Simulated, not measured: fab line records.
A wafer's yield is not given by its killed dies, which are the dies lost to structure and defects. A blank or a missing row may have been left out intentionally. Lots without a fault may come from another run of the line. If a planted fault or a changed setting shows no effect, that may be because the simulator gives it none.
fab line records ; flow n5_finfet
record lots=7; wafers=19; last_day=17
route steps=1938 shown MOL_CONTACT_COAG@595 BEOL_M4@1111
lots untouched by any fault: they come from a run of this same line in which no faults occurred
start_h: start of the lot's first displayed wafer, in hours after the record's first day ; wait_h: hours from the lot's prior step to this one ; " same as the row above ; L1.1+2: several wafers, shown together as one row ; - no value, or no start was given ; * or withheld: withheld ; < > ~ a bound
route shown NAME@n: NAME is a module with steps in the file, n the number in the route of the first one ; usual: the fault-free wafers' mean and standard deviation ; same: alike in all rows ; chamber/n: place in a boat ; sites: per-site readings ; _std_site: standard deviation across them ; _edge_site: outer sites' mean less inner sites' ; radius_mm: how far each site lies from the wafer's centre ; mask NAME#n: copy n ; behind: the tool/chamber that last shaped the wafer ; hold: cause of the lot's hold/its duration in hours/its outcome ; device: which transistor (n, p or np) failed to switch ; end of line: the same wafers' tests at the end of the route ; where a step has no rows: the recipe by itself ; killed: the dies lost at the first sort to structure and to defects; this is not the yield of the wafer ; map: a wafer's dies, x killed, . not, _ none there
set.NAME: the run value of the setting; set.NAME@STEP: its run value at that earlier step ; model.NAME: the simulator's own value behind a step, which no gauge read
certain route steps with their lots: each step a table, each wafer a row
services: from which hour (start_h, from the record's first day; less than 0 if before it) a tool's chamber was out of use, for how many hours, and why
## steps
# step N5_MOL_CONTACT_COAG_COAT_64
# recipe resist=underlayer; temp_c=205; time_s=60; spin_rpm=1500; resist_thk_nm=10
# step N5_MOL_CONTACT_COAG_COAT_34
# recipe resist=CAR-EUV; spin_rpm=1500; resist_thk_nm=40
# step N5_MOL_CONTACT_COAG_EBR_36
# recipe solvent=PGMEA; ebr_width_mm=1.5
# step N5_MOL_CONTACT_COAG_SOFTBAKE_35
# recipe temp_c=110; time_s=60; resist=CAR-EUV
# step N5_MOL_CONTACT_COAG_EXPOSE_37
# recipe mask_id=VD; na=0.33; source_shape=annular; sigma_inner=0.3; sigma_outer=0.7; polarization=unpolarized; defocus_nm=0; dose_mj=62
# step N5_MOL_CONTACT_COAG_PEB_38
# recipe peb_temp_c=100; peb_time_s=60; resist=CAR-EUV
# step N5_MOL_CONTACT_COAG_DEVELOP_39
# recipe develop_time_s=30; developer=TMAH; resist=CAR-EUV; rinse_liquid=surfactant_rinse; dry=air_spin; dev_temp_c=23
# step N5_MOL_CONTACT_COAG_CD_MEAS_40
# recipe target_cd_nm=25.1; landing_energy_ev=500; detector=se_inlens; polarity=opening
# usual cd_nm=25.11/0.23
lot.wafer;tool;chamber;start_h;wait_h;cd_nm
L881.1;cd_sem-03;0;153.98;-;25.00
L881.5;cd_sem-03;0;153.98;-;25.01
L881.6;cd_sem-03;0;153.98;-;25.08
L882.4;cd_sem-01;0;160.46;-;25.31
L882.5;cd_sem-01;0;160.46;-;25.57
L882.6;cd_sem-01;0;160.46;-;25.24
L885.2;cd_sem-01;0;182.89;-;25.03
L885.3;cd_sem-01;0;182.89;-;25.11
L885.4;cd_sem-01;0;182.89;-;24.90
L887.1;cd_sem-02;0;192.12;-;25.13
L887.4;cd_sem-02;0;192.12;-;24.77
L890.3;cd_sem-02;0;211.09;-;25.01
L890.6;cd_sem-02;0;211.09;-;25.28
L894.3;cd_sem-03;0;233.77;-;25.33
L894.4;cd_sem-03;0;233.77;-;25.51
L894.6;cd_sem-03;0;233.77;-;25.04
L895.3;cd_sem-01;0;237.11;-;24.53
L895.4;cd_sem-01;0;237.11;-;24.84
L895.6;cd_sem-01;0;237.11;-;25.10
# step N5_MOL_CONTACT_COAG_OVL_MEAS_41
# recipe points_per_wafer=522
# usual VD_OVL=0.3/0.62
lot.wafer;tool;chamber;start_h;wait_h;VD_OVL[nm]
L881.1;overlay-01;0;154.01;0.0;-0.2
L881.5;overlay-01;0;154.01;0.0;0.2
L881.6;overlay-01;0;154.01;0.0;0.1
L882.4;overlay-01;0;160.51;0.0;0.4
L882.5;overlay-01;0;160.51;0.0;-0.2
L882.6;overlay-01;0;160.51;0.0;0.3
L885.2;overlay-02;0;182.93;0.0;-0.1
L885.3;overlay-02;0;182.93;0.0;-0.3
L885.4;overlay-02;0;182.93;0.0;-0.3
L887.1;overlay-01;0;192.15;0.0;0.0
L887.4;overlay-01;0;192.15;0.0;0.0
L890.3;overlay-01;0;211.13;0.0;0.6
L890.6;overlay-01;0;211.13;0.0;0.2
L894.3;overlay-02;0;233.81;0.0;0.2
L894.4;overlay-02;0;233.81;0.0;0.3
L894.6;overlay-02;0;233.81;0.0;0.0
L895.3;overlay-02;0;237.15;0.0;-0.5
L895.4;overlay-02;0;237.15;0.0;-0.5
L895.6;overlay-02;0;237.15;0.0;0.7
# step N5_MOL_CONTACT_COAG_INSPECT_42
# recipe mode=adi; inspect_instrument=brightfield
# usual raw_defect_count=184/51
lot.wafer;tool;chamber;start_h;wait_h;raw_defect_count
L881.1;defect_inspect-02;-;154.07;0.1;155
L881.5;defect_inspect-02;-;154.07;0.1;211
L881.6;defect_inspect-02;-;154.07;0.1;227
L882.4;defect_inspect-02;-;160.55;0.0;138
L882.5;defect_inspect-02;-;160.55;0.0;166
L882.6;defect_inspect-02;-;160.55;0.0;135
L885.2;defect_inspect-02;-;182.98;0.0;308
L885.3;defect_inspect-02;-;182.98;0.0;216
L885.4;defect_inspect-02;-;182.98;0.0;231
L887.1;defect_inspect-01;-;192.21;0.1;187
L887.4;defect_inspect-01;-;192.21;0.1;182
L890.3;defect_inspect-01;-;211.17;0.0;139
L890.6;defect_inspect-01;-;211.17;0.0;141
L894.3;defect_inspect-01;-;233.86;0.0;191
L894.4;defect_inspect-01;-;233.86;0.0;222
L894.6;defect_inspect-01;-;233.86;0.0;201
L895.3;defect_inspect-02;-;237.19;0.0;212
L895.4;defect_inspect-02;-;237.19;0.0;156
L895.6;defect_inspect-02;-;237.19;0.0;147
# step N5_MOL_CONTACT_COAG_DESCUM_45
# recipe chemistry=O2; time_s=7; source_power_w=50; bias_power_w=20; pressure_mtorr=20; rf_frequency_hz=2.712e+07; temp_c=40; resist=CAR-EUV; o2_flow_sccm=225
# usual chamber_pressure_mTorr=19.998/0.028; drypump_motor_current_A=5.7/0.38; oes_product_au=0.79/0.092; rf_vpp_V=242.9/1.2; showerhead_plenum_p_Torr=2.08/0.066; throttle_valve_pct=20.42/0.19
# same time_s=7
lot.wafer;tool;chamber;start_h;wait_h;chamber_pressure_mTorr;drypump_motor_current_A;oes_product_au;rf_hours_counter_h;rf_vpp_V;showerhead_plenum_p_Torr;throttle_valve_pct
L881.1;rie_diel-05;1;154.11;0.0;19.981;5.2;0.74;178;243.6;2.08;20.43
L881.5;rie_diel-05;2;154.11;0.0;20.024;5.7;0.75;-;243.7;2.18;20.09
L881.6;rie_diel-05;3;154.11;0.0;19.956;5.2;0.96;-;241.6;2.05;20.48
L882.4;rie_diel-05;1;160.88;0.3;20.003;5.2;0.74;180;244.3;2.08;20.44
L882.5;rie_diel-05;3;160.88;0.3;20.018;5.2;0.95;-;242.3;2.05;20.46
L882.6;rie_diel-05;2;160.88;0.3;19.986;5.6;0.75;-;244.1;2.18;20.09
L885.2;rie_diel-05;3;183.01;0.0;20.015;5.2;0.92;16;243.1;2.05;20.48
L885.3;rie_diel-05;1;183.01;0.0;19.961;5.2;0.72;189;242.5;2.08;20.44
L885.4;rie_diel-05;0;183.01;0.0;19.974;5.7;0.71;-;243.3;2.07;20.47
L887.1;rie_diel-05;0;192.24;0.0;19.986;5.7;0.71;197;242.7;2.07;20.48
L887.4;rie_diel-05;2;192.24;0.0;19.969;5.6;0.74;189;245.0;2.17;20.12
L890.3;rie_diel-05;2;211.21;0.0;20.010;5.7;0.74;196;244.7;2.17;20.12
L890.6;rie_diel-05;2;211.21;0.0;19.993;5.7;0.74;-;242.6;2.17;20.13
L894.3;rie_diel-03;1;233.94;0.1;20.002;5.3;0.93;29;243.6;2.16;20.63
L894.4;rie_diel-03;3;233.94;0.1;19.964;5.6;0.86;63;241.4;2.03;20.35
L894.6;rie_diel-03;0;233.94;0.1;20.012;6.1;0.79;-;241.1;2.03;20.57
L895.3;rie_diel-03;2;237.23;0.0;20.023;6.2;0.71;193;242.0;2.00;20.53
L895.4;rie_diel-03;1;237.23;0.0;20.022;5.3;0.92;30;244.3;2.16;20.62
L895.6;rie_diel-03;3;237.23;0.0;20.013;5.6;0.86;-;241.8;2.03;20.34
# step N5_MOL_CONTACT_COAG_ETCH_65
# recipe chemistry=N2/H2; target=underlayer; target_depth_a=130; mask_material=CAR-EUV; time_s=10.4; ion_energy_ev=200; pressure_mtorr=30; source_w=840; bias_w=150; n2_flow_sccm=200; h2_flow_sccm=200; ends=cleared
# usual chamber_pressure_mTorr=30.002/0.029; drypump_motor_current_A=5.7/0.38; etch_rf_on_time_s=10.24/0.23; oes_product_au=0.68/0.075; rf_vpp_V=523.2/2.3; showerhead_plenum_p_Torr=2.52/0.075; throttle_valve_pct=17.81/0.2
lot.wafer;tool;chamber;start_h;wait_h;chamber_pressure_mTorr;drypump_motor_current_A;etch_rf_on_time_s;oes_product_au;rf_hours_counter_h;rf_vpp_V;showerhead_plenum_p_Torr;throttle_valve_pct
L881.1;rie_diel-05;1;154.14;0.0;29.971;5.2;10.51;0.62;178;524.3;2.53;17.92
L881.5;rie_diel-05;2;154.14;0.0;30.011;5.6;10.28;0.64;-;526.2;2.63;17.52
L881.6;rie_diel-05;3;154.14;0.0;30.050;5.2;9.94;0.82;-;523.6;2.49;17.86
L882.4;rie_diel-05;1;160.91;0.0;30.003;5.2;10.39;0.62;180;524.4;2.53;17.93
L882.5;rie_diel-05;3;160.91;0.0;29.994;5.2;9.98;0.82;-;522.3;2.49;17.86
L882.6;rie_diel-05;2;160.91;0.0;30.051;5.7;10.18;0.65;-;527.6;2.63;17.51
L885.2;rie_diel-05;3;183.05;0.0;30.030;5.2;9.91;0.79;16;522.1;2.49;17.89
L885.3;rie_diel-05;1;183.05;0.0;29.995;5.2;10.36;0.62;189;524.0;2.53;17.95
L885.4;rie_diel-05;0;183.05;0.0;30.007;5.7;10.12;0.62;-;522.9;2.52;17.86
L887.1;rie_diel-05;0;192.28;0.0;30.014;5.7;10.25;0.62;197;521.2;2.52;17.88
L887.4;rie_diel-05;2;192.28;0.0;30.014;5.6;10.34;0.63;189;526.1;2.62;17.51
L890.3;rie_diel-05;2;211.25;0.0;29.980;5.7;10.23;0.63;196;525.7;2.62;17.51
L890.6;rie_diel-05;2;211.25;0.0;29.969;5.7;10.31;0.63;-;527.4;2.62;17.54
L894.3;rie_diel-03;1;233.97;0.0;29.962;5.3;10.11;0.79;29;523.8;2.60;17.94
L894.4;rie_diel-03;3;233.97;0.0;30.042;5.6;10.52;0.73;63;523.5;2.47;17.77
L894.6;rie_diel-03;0;233.97;0.0;30.029;6.1;10.18;0.68;-;520.5;2.44;17.77
L895.3;rie_diel-03;2;237.26;0.0;30.009;6.2;9.85;0.63;193;520.0;2.43;18.06
L895.4;rie_diel-03;1;237.26;0.0;30.019;5.3;10.05;0.80;30;524.5;2.60;17.94
L895.6;rie_diel-03;3;237.26;0.0;30.007;5.6;10.25;0.74;-;521.3;2.47;17.76
# step N5_MOL_CONTACT_COAG_ETCH_66
# recipe chemistry=CF4; target=SiARC; target_depth_a=130; mask_material=CAR-EUV; time_s=21.7; ion_energy_ev=80; pressure_mtorr=40; source_w=545; bias_w=36; Ar_flow_sccm=100; cf4_flow_sccm=100; ends=cleared
# usual chamber_pressure_mTorr=40.00/0.034; drypump_motor_current_A=5.7/0.38; etch_rf_on_time_s=21.4/0.44; oes_product_au=0.68/0.074; rf_vpp_V=183.9/1.1; showerhead_plenum_p_Torr=2.12/0.062; throttle_valve_pct=15.57/0.16
lot.wafer;tool;chamber;start_h;wait_h;chamber_pressure_mTorr;drypump_motor_current_A;etch_rf_on_time_s;oes_product_au;rf_hours_counter_h;rf_vpp_V;showerhead_plenum_p_Torr;throttle_valve_pct
L881.1;rie_diel-05;1;154.16;0.0;39.99;5.2;22.0;0.63;178;184.2;2.12;15.63
L881.5;rie_diel-05;2;154.16;0.0;40.03;5.6;21.6;0.64;-;185.0;2.22;15.36
L881.6;rie_diel-05;3;154.16;0.0;40.00;5.2;21.2;0.81;-;183.2;2.10;15.56
L882.4;rie_diel-05;1;160.93;0.0;40.00;5.2;21.7;0.62;180;184.5;2.12;15.63
L882.5;rie_diel-05;3;160.93;0.0;39.96;5.2;20.7;0.81;-;182.9;2.10;15.58
L882.6;rie_diel-05;2;160.93;0.0;40.03;5.7;21.4;0.65;-;184.8;2.22;15.35
L885.2;rie_diel-05;3;183.07;0.0;40.03;5.2;20.8;0.78;16;184.4;2.10;15.57
L885.3;rie_diel-05;1;183.07;0.0;40.01;5.2;21.9;0.62;189;184.1;2.12;15.66
L885.4;rie_diel-05;0;183.07;0.0;39.97;5.7;14.7;0.78;-;183.6;2.12;15.71
L887.1;rie_diel-05;0;192.30;0.0;39.98;5.7;21.2;0.62;197;184.2;2.12;15.73
L887.4;rie_diel-05;2;192.30;0.0;39.97;5.7;15.0;0.79;189;184.5;2.22;15.37
L890.3;rie_diel-05;2;211.27;0.0;40.05;5.7;21.4;0.64;196;185.4;2.22;15.36
L890.6;rie_diel-05;2;211.27;0.0;40.00;5.7;14.9;0.78;-;185.4;2.22;15.38
L894.3;rie_diel-03;1;233.99;0.0;40.09;5.3;21.3;0.79;29;185.5;2.18;15.56
L894.4;rie_diel-03;3;233.99;0.0;40.04;5.6;21.9;0.72;63;183.0;2.09;15.51
L894.6;rie_diel-03;0;233.99;0.0;39.97;6.1;21.1;0.68;-;183.7;2.07;15.65
L895.3;rie_diel-03;2;237.28;0.0;40.00;6.1;20.8;0.63;193;184.2;2.04;15.66
L895.4;rie_diel-03;1;237.28;0.0;39.97;5.3;21.2;0.78;30;183.9;2.18;15.56
L895.6;rie_diel-03;3;237.28;0.0;40.02;5.6;21.5;0.73;-;182.5;2.09;15.52
# step N5_MOL_CONTACT_COAG_ALD_133
# recipe material=SiO2; target_thk_a=50; temp_c=100; ald_precursor_family=BDEAS; ald_co_reactant=O2-plasma; pulse_time_s=1; co_reactant_pulse_time_s=1; purge_time_s=2; co_reactant_purge_time_s=2; ald_cycles=35; pressure_torr=2
# usual heater_power_w=75/6.6; precursor_pulse_height_rel=1.001/0.02
# same ald_cycles=35
lot.wafer;tool;chamber;start_h;wait_h;heater_power_w;precursor_pulse_height_rel
L881.1;ald_sin-02;2;155.39;1.2;75;1.030
L881.5;ald_sin-02;1;155.39;1.2;76;0.987
L881.6;ald_sin-02;2;155.39;1.2;75;1.019
L882.4;ald_sin-02;2;161.18;0.2;76;1.003
L882.5;ald_sin-02;2;161.18;0.2;77;0.995
L882.6;ald_sin-02;1;161.18;0.2;77;0.963
L885.2;ald_sin-04;2;183.65;0.6;60;1.015
L885.3;ald_sin-04;0;183.65;0.6;67;1.006
L885.4;ald_sin-04;3;183.65;0.6;76;1.014
L887.1;ald_sin-01;0;192.38;0.1;75;0.999
L887.4;ald_sin-01;1;192.38;0.1;73;1.004
L890.3;ald_sin-01;0;211.35;0.1;72;1.041
L890.6;ald_sin-01;0;211.35;0.1;74;0.994
L894.3;ald_sin-04;0;234.07;0.1;66;0.973
L894.4;ald_sin-04;1;234.07;0.1;75;1.004
L894.6;ald_sin-04;1;234.07;0.1;77;1.009
L895.3;ald_sin-02;3;237.51;0.2;68;0.999
L895.4;ald_sin-02;0;237.51;0.2;83;1.017
L895.6;ald_sin-02;2;237.51;0.2;79;0.990
# step N5_BEOL_M4_RC_MEAS_101
# usual DIBL_N=35.8/1.8; DIBL_P=35.6/2; IOFF_N=0.148/0.028; IOFF_P=0.20/0.034; ION_N=672/12; ION_P=462/8.5; SS_N=71.2/0.65; SS_P=73.1/0.67; VT_N=251/3.3; VT_P=-251/3.8
lot.wafer;tool;chamber;start_h;wait_h;DIBL_N[mV/V];DIBL_P[mV/V];IOFF_N[nA/um];IOFF_P[nA/um];ION_N[uA/um];ION_P[uA/um];SS_N[mV/dec];SS_P[mV/dec];VT_N[mV];VT_P[mV]
L881.1;prober-02;0;218.10;0.0;36.0;35.9;0.134;0.21;676;468;71.1;72.8;253;-247
L881.5;prober-02;0;218.10;0.0;36.2;35.7;0.143;0.20;680;466;70.4;73.2;251;-247
L881.6;prober-02;0;218.10;0.0;35.4;35.4;0.123;0.20;659;465;71.1;73.1;253;-251
L882.4;prober-01;0;221.97;0.5;35.9;36.5;0.144;0.20;674;469;71.4;73.4;252;-253
L882.5;prober-01;0;221.97;0.5;35.4;35.2;0.135;0.18;678;466;69.6;72.9;253;-253
L882.6;prober-01;0;221.97;0.5;35.8;34.9;0.143;0.18;665;454;70.8;73.1;253;-253
L885.2;prober-02;0;247.29;0.2;37.1;34.5;0.157;0.23;663;457;72.2;73.5;252;-246
L885.3;prober-02;0;247.29;0.2;35.9;34.3;0.142;0.22;660;462;72.0;72.5;252;-248
L885.4;prober-02;0;247.29;0.2;39.8;38.4;0.235;0.31;694;472;73.0;74.0;245;-246
L887.1;prober-02;0;261.98;0.0;34.0;33.5;0.135;0.20;668;464;71.5;72.7;252;-248
L887.4;prober-02;0;261.98;0.0;33.3;33.4;0.128;0.21;660;468;70.8;72.4;250;-249
L890.3;prober-01;0;267.62;0.3;37.0;37.7;0.157;0.21;676;463;71.7;73.4;250;-252
L890.6;prober-01;0;267.62;0.3;36.9;36.7;0.158;0.19;673;455;72.4;73.3;250;-253
L894.3;prober-02;0;307.18;0.3;34.2;33.6;0.128;0.18;679;463;70.3;72.2;254;-252
L894.4;prober-02;0;307.18;0.3;34.9;33.6;0.130;0.17;678;462;71.0;72.6;253;-252
L894.6;prober-02;0;307.18;0.3;36.6;35.9;0.153;0.21;687;471;71.3;73.1;250;-248
L895.3;prober-02;0;311.02;0.3;34.3;34.4;0.142;0.20;690;471;70.7;72.1;253;-250
L895.4;prober-02;0;311.02;0.3;37.9;38.2;0.200;0.25;686;472;71.2;73.8;247;-247
L895.6;prober-02;0;311.02;0.3;38.1;38.1;0.214;0.26;705;481;71.2;72.8;243;-244
## services
tool;chamber;start_h;hours;kind
ald_sin-02;0;151.45;4.1;repair
rie_diel-05;2;169.34;16.3;repair
rie_diel-05;0;170.33;5.8;repair
ald_sin-02;1;171.39;20.0;repair
ald_sin-01;1;173.81;11.8;repair
ald_sin-02;-;177.03;14.0;pm
ald_sin-02;0;177.03;14.0;vent_cycle
ald_sin-02;2;177.03;14.0;vent_cycle
ald_sin-02;3;177.03;14.0;vent_cycle
ald_sin-02;0;191.03;-;clean
ald_sin-02;2;191.03;-;clean
ald_sin-02;3;191.03;-;clean
ald_sin-02;0;197.57;-;calibration
rie_diel-03;0;223.19;7.0;repair
## key
first_sign step=N5_MOL_CONTACT_COAG_ETCH_66; reading=etch_rf_on_time_s; direction=down; sigmas=15; usual=*; struck=*
effect none on later readings
met_at N5_MOL_CONTACT_COAG_ETCH_66
struck_wafers L885.4,L887.4,L890.6
onset_between 160.93 183.07
fault kind=process_parameter_drift; tool=rie_diel-05; chamber=-; onset_h=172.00; steps=N5_MOL_CONTACT_COAG_ETCH_66; channel=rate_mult; offset=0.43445; shape=step; end_h=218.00; scope=struck_wafers_only
